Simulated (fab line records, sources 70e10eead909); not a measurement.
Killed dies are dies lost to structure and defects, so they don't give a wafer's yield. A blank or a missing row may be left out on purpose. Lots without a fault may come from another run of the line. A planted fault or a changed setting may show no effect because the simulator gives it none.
Which tool did it? | flow nand_harc | 12 lots, 36 wafers sampled, at 5 steps of a route of 1159

WHAT THE GAUGES READ, wafer by wafer
NHARC_END_SORT_01.
lot  | measured     | on        | killed_at_array | killed_at_other | killed_at_periphery | killed_dies | killed_open | killed_short
L591 | day 19 20:22 | prober-02 | 15 17 22        | 0 0 0           | 2 5 3               | 17 22 25    | 1 4 6       | 1 3 3
L592 | day 19 13:20 | prober-01 | 22 24 33        | 1 0 0           | 1 5 5               | 24 29 38    | 2 6 2       | 2 4 4
L595 | day 19 21:07 | prober-01 | 24 26 17        | 0 0 0           | 5 3 1               | 29 29 18    | 6 2 2       | 4 1 1
L594 | day 20 04:08 | prober-01 | 28 31 22        | 0 1 0           | 2 5 2               | 30 37 24    | 2 9 2       | 1 4 0
L593 | day 20 12:47 | prober-01 | 25 18 23        | 0 0 0           | 5 7 6               | 30 25 29    | 4 2 0       | 3 2 3
L596 | day 20 07:07 | prober-02 | 14 19 12        | 0 1 0           | 3 3 3               | 17 23 15    | 3 5 2       | 2 3 0
L598 | day 21 01:43 | prober-02 | 23 21 23        | 1 3 5           | 2 1 6               | 26 25 34    | 4 3 3       | 3 0 2
L601 | day 21 11:52 | prober-01 | 26 26 18        | 1 0 1           | 4 1 3               | 31 27 22    | 8 3 3       | 0 2 2
L600 | day 21 09:32 | prober-02 | 20 23 24        | 1 0 1           | 0 0 3               | 21 23 28    | 0 2 0       | 0 2 2
L606 | day 24 09:44 | prober-01 | 26 669 22       | 0 0 1           | 11 8 10             | 37 677 33   | 4 2 1       | 0 3 1
L610 | day 25 01:31 | prober-01 | 50 62 37        | 0 0 1           | 2 2 1               | 52 64 39    | 2 3 1       | 2 5 2
L613 | day 25 01:19 | prober-02 | 19 19 22        | 1 0 1           | 9 9 13              | 29 28 36    | 5 3 2       | 1 0 2

WHICH TOOL RAN EACH LOT (tool, then ch and the chambers of the sampled wafers, then the start)
lot  | NHARC_A_STAIRCASE_ETCH_27                     | NHARC_A_STAIRCASE_ETCH_201         | NHARC_A_STAIRCASE_TRIM_202                    | NHARC_A_STAIRCASE_STRIP_205
L591 | rie_diel-01 ch 0,1,2, day 11 13:17 or earlier | rie_diel-01 ch 0,1,3, day 11 13:17 | rie_diel-01 ch 0,1,2, day 11 13:59 or earlier | plasma_asher-02 ch 0,1, day 11 13:59
L592 | rie_diel-08 ch 1,2, day 11 13:34 or earlier   | rie_diel-02 ch 0,1,2, day 11 13:34 | rie_diel-02 ch 1,2,3, day 11 14:19 or earlier | plasma_asher-01 ch 0,1, day 11 14:19
L595 | rie_diel-01 ch 0,1,2, day 11 21:26 or earlier | rie_diel-01 ch 0,1,2, day 11 21:26 | rie_diel-01 ch 0,2, day 11 22:05 or earlier   | plasma_asher-01 ch 0,1, day 11 22:05
L594 | rie_diel-01 ch 0,2, day 11 23:05 or earlier   | rie_diel-02 ch 0,1,2, day 11 23:05 | rie_diel-02 ch 0,2,3, day 11 23:32 or earlier | plasma_asher-01 ch 0,1, day 11 23:32
L593 | rie_diel-01 ch 0,1,2, day 12 03:13 or earlier | rie_diel-02 ch 2,3, day 12 03:13   | rie_diel-02 ch 0,1,2, day 12 03:40 or earlier | plasma_asher-02 ch 0,1, day 12 03:40
L596 | rie_diel-01 ch 1,2, day 12 07:52 or earlier   | rie_diel-01 ch 1,2,3, day 12 07:52 | rie_diel-01 ch 0,3, day 12 08:24 or earlier   | plasma_asher-02 ch 0,1, day 12 08:24
L598 | rie_diel-01 ch 0,2,3, day 12 23:55 or earlier | rie_diel-02 ch 2,3, day 12 23:55   | rie_diel-02 ch 1,2,3, day 13 00:26 or earlier | plasma_asher-02 ch 0,1, day 13 00:26
L601 | rie_diel-01 ch 0,3, day 13 07:56 or earlier   | rie_diel-02 ch 2,3, day 13 07:56   | rie_diel-02 ch 0,2,3, day 13 08:29 or earlier | plasma_asher-02 ch 0,1, day 13 08:29
L600 | rie_diel-08 ch 2,3, day 13 09:56 or earlier   | rie_diel-08 ch 0,2,3, day 13 09:56 | rie_diel-08 ch 0,2, day 13 10:20 or earlier   | plasma_asher-01 ch 0,1, day 13 10:20
L606 | rie_diel-01 ch 0,1, day 15 03:54 or earlier   | rie_diel-08 ch 0,2,3, day 15 03:54 | rie_diel-08 ch 2,3, day 15 04:25 or earlier   | plasma_asher-01 ch 0,1, day 15 04:25
L610 | rie_diel-02 ch 1,2,3, day 16 03:44 or earlier | rie_diel-01 ch 0,1,3, day 16 03:44 | rie_diel-01 ch 1,2, day 16 04:28 or earlier   | plasma_asher-01 ch 0,1, day 16 04:28
L613 | rie_diel-02 ch 1,2,3, day 16 06:51 or earlier | rie_diel-02 ch 0,1,3, day 16 06:51 | rie_diel-02 ch 2,3, day 16 08:11 or earlier   | plasma_asher-01 ch 0,1, day 16 08:11
- NHARC_A_STAIRCASE_ETCH_27: etches the open film in C4F8/O2, target depth 100 nm, time 40.5 s.
- NHARC_A_STAIRCASE_ETCH_201: etches the open film in C4F8/O2, target depth 100 nm, time 40.5 s.
- NHARC_A_STAIRCASE_TRIM_202: chemistry O2, time 211.2 s.
- NHARC_A_STAIRCASE_STRIP_205: strips in O2.

WHAT THE TOOLS THEMSELVES READ (means of the sampled wafers that have a number; where no wafer has one, the mark that the record gives instead)
NHARC_A_STAIRCASE_ETCH_27.
lot  | tool        | oes_product_au (a.u.) | rf_vpp_V (V)
L591 | rie_diel-01 | 0.936                 | 896
L592 | rie_diel-08 | 0.945                 | 896
L595 | rie_diel-01 | 0.942                 | 897
L594 | rie_diel-01 | 0.916                 | 895
L593 | rie_diel-01 | 0.934                 | 896
L596 | rie_diel-01 | 0.943                 | 898
L598 | rie_diel-01 | 0.939                 | 892
L601 | rie_diel-01 | 0.942                 | 890
L600 | rie_diel-08 | 0.928                 | 900
L606 | rie_diel-01 | 0.943                 | 893
L610 | rie_diel-02 | 0.943                 | 895
L613 | rie_diel-02 | 0.938                 | 895

NHARC_A_STAIRCASE_ETCH_201.
lot  | tool        | oes_product_au (a.u.) | rf_vpp_V (V)
L591 | rie_diel-01 | 0.944                 | 896
L592 | rie_diel-02 | 0.940                 | 897
L595 | rie_diel-01 | 0.926                 | 897
L594 | rie_diel-02 | 0.944                 | 896
L593 | rie_diel-02 | 0.944                 | 892
L596 | rie_diel-01 | 0.938                 | 895
L598 | rie_diel-02 | 0.956                 | 894
L601 | rie_diel-02 | 0.938                 | 893
L600 | rie_diel-08 | 0.933                 | 896
L606 | rie_diel-08 | 1.009                 | 896
L610 | rie_diel-01 | 0.947                 | 894
L613 | rie_diel-02 | 0.951                 | 896

NHARC_A_STAIRCASE_TRIM_202.
lot  | tool        | drypump_motor_current_A (A) | oes_product_au (a.u.) | rf_vpp_V (V) | showerhead_plenum_p_Torr (Torr) | throttle_valve_pct (%)
L591 | rie_diel-01 | 6.1                         | 0.999                 | 57.6         | 3.52                            | 17.037
L592 | rie_diel-02 | 6.0                         | 1.006                 | 57.7         | 3.53                            | 17.029
L595 | rie_diel-01 | 6.4                         | 0.986                 | 57.9         | 3.46                            | 17.033
L594 | rie_diel-02 | 5.7                         | 0.998                 | 57.7         | 3.49                            | 17.035
L593 | rie_diel-02 | 5.7                         | 1.004                 | 57.9         | 3.53                            | 17.039
L596 | rie_diel-01 | 6.2                         | 0.983                 | 57.4         | 3.41                            | 17.034
L598 | rie_diel-02 | 6.0                         | 1.000                 | 58.3         | 3.52                            | 17.037
L601 | rie_diel-02 | 5.7                         | 1.008                 | 58.1         | 3.48                            | 17.032
L600 | rie_diel-08 | 6.0                         | 0.986                 | 58.2         | 3.53                            | 17.044
L606 | rie_diel-08 | 5.7                         | 1.005                 | 58.2         | 3.62                            | 17.039
L610 | rie_diel-01 | 5.8                         | 1.000                 | 57.3         | 3.56                            | 17.041
L613 | rie_diel-02 | 6.0                         | 0.999                 | 57.6         | 3.42                            | 17.034

NHARC_A_STAIRCASE_STRIP_205.
lot  | tool            | drypump_motor_current_A (A) | heater_power_w (W)
L591 | plasma_asher-02 | 6.0                         | 303
L592 | plasma_asher-01 | 5.8                         | 305
L595 | plasma_asher-01 | 5.6                         | 305
L594 | plasma_asher-01 | 5.6                         | 302
L593 | plasma_asher-02 | 6.0                         | 306
L596 | plasma_asher-02 | 6.0                         | 302
L598 | plasma_asher-02 | 6.0                         | 301
L601 | plasma_asher-02 | 5.6                         | 299
L600 | plasma_asher-01 | 5.8                         | 302
L606 | plasma_asher-01 | 5.6                         | 304
L610 | plasma_asher-01 | 5.8                         | 299
L613 | plasma_asher-01 | 5.6                         | 302

THE ANSWER, worked out from the rows above alone
Rule: what is usual is taken from the lots themselves. Put in order of their means at a reading, lots are off if they are a third of the lots or fewer, leave a main group of 4 or more, and stand apart from it by a gap of 3 or more times the standard deviation of the main group's means; of several such gaps the widest counts. A main group whose means are all the same, to the digits that the tables above print for the reading, isn't used. A lot without any number at a reading at which 4 lots or more have one is off too. The other lots that the step has rows for count as sound. The gauges are gone through in route order, then the tools' own readings, and for those a lot's mean is taken as printed above. The first step at which some lot is off is used, and at that step the reading that is off furthest; a lot without a number counts as furthest.
Off: L606, at NHARC_END_SORT_01 (killed_dies). The main group: mean 29, standard deviation 8.2.
A tool fits if, at a process step before that reading, it ran every lot that is off, and no sound lot after the first of them. The gauges at NHARC_END_SORT_01 aren't tried: what is off there is off at NHARC_A_STAIRCASE_ETCH_201 too, on other tools, and a gauge's error can't cause that. NHARC_A_STAIRCASE_ETCH_27 gives no start for some lots, so the hours and the order of its lots are those of NHARC_A_STAIRCASE_ETCH_201. NHARC_A_STAIRCASE_TRIM_202 gives no start for some lots, so the hours and the order of its lots are those of NHARC_A_STAIRCASE_STRIP_205. Can't be told from this: 2 tools fit, rie_diel-01 at NHARC_A_STAIRCASE_ETCH_27, rie_diel-08 at NHARC_A_STAIRCASE_ETCH_201 and NHARC_A_STAIRCASE_TRIM_202.

WHAT THE SIMULATOR HAD PUT IN
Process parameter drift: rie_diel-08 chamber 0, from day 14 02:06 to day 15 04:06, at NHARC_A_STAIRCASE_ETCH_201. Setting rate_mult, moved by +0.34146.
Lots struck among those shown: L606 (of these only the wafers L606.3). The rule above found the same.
